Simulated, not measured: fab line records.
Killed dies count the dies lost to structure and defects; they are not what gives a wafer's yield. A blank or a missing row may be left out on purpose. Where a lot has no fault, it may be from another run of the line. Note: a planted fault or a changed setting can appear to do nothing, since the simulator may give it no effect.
8D (eight disciplines) problem report, filled in by code / flow n5Finfet / the parts of the form that need people (team, actions taken, sign-off) are left out

== 1. PROBLEM STATEMENT ==
spinSpeedRpm at N5_WELL_APT_COAT_02 reads a mean of 1323.0 rpm on 6 wafers of 2 lots; wafers without a fault read 1357.2 rpm with a standard deviation of 0.93. Relative to the usual mean, that is a shift of -37 standard deviations.
The step: resist thk 950 nm.
Earliest sighting: wafer L268.1 on lithoTrack-05 at day 5 13:25. Wafers with a number at this step in the record: 17, from 6 lots. By rule, "out" or "out of limits" means more than 4 standard deviations away from the usual mean. The other wafers with a number count as sound.

== 2. WHAT IT IS, AND WHAT IT ISN'T ==
question=which readings at this step | is=spinSpeedRpm | is not=-
question=which lots | is=L268, L269 | is not=L261, L265, L267, L275
question=which wafers of those lots | is=all that have a number | is not=-
question=read on which tools | is=lithoTrack-05 | is not=lithoTrack-03
question=when | is=from day 5 13:25 | is not=up to then (8 sound wafers); but 3 sound wafers of L275 came after

== 3. WHAT RULES OUT EACH SUSPECT ==
Counting: a tool at any process step up to the reading remains a suspect when it ran all the lots that are out and ran no sound lot after the first of those.
- plasmaAsher-02 at N5_ZERO_LAYER_STRIP_24 (strips in O2): kept. It processed each lot that is out, first L268 at day 5 13:01, and no sound lot thereafter; up to then, the last sound lot it processed was L267 at day 5 06:53.
- lithoTrack-05 at N5_WELL_APT_COAT_02 (resist thk 950 nm): kept. It processed each lot that is out, first L268 at day 5 13:25, and no sound lot thereafter; up to then, the last sound lot it processed was L265 at day 4 19:19. On those wafers its own readings are out: spinSpeedRpm.
Remaining after the count are plasmaAsher-02 at N5_ZERO_LAYER_STRIP_24 and lithoTrack-05 at N5_WELL_APT_COAT_02.

== 4. THE CAUSE (what the simulator had put in) ==
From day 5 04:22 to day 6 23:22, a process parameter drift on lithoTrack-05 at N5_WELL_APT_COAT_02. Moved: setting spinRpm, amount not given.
Of the 2 suspects that counting leaves, this tool is one.

== 5. THE EFFECT CHAIN, in route order ==
Each row: a reading whose mean over the struck wafers that have a number lies more than 3 standard deviations from the usual. Only readings whose record carries a usual standard deviation are examined. hours: median over the lots of the time between each lot's start at the first step of this table that gives one and its start at this step. sigmas: the change, counted in usual standard deviations.
hours=0; step=N5_WELL_APT_COAT_02; reading=spinSpeedRpm; usual=1357.2 rpm; on struck wafers=1323.0; change=-34.2; sigmas=-37
Process steps it contains:
- N5_WELL_APT_COAT_02: resist thk 950 nm.
At these later measuring or inspecting steps, every struck wafer for which the step has a row has a number for every such reading, and none has moved that far: N5_WELL_APT_CD_MEAS_08, N5_WELL_APT_OVL_MEAS_09, N5_WELL_APT_INSPECT_10, N5_BEOL_M4_RC_MEAS_101.

== 6. HOW IT WOULD HAVE BEEN CAUGHT EARLIER ==
In this record the first reading out of limits was taken at day 5 13:25, 9 hours after the fault began at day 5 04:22.
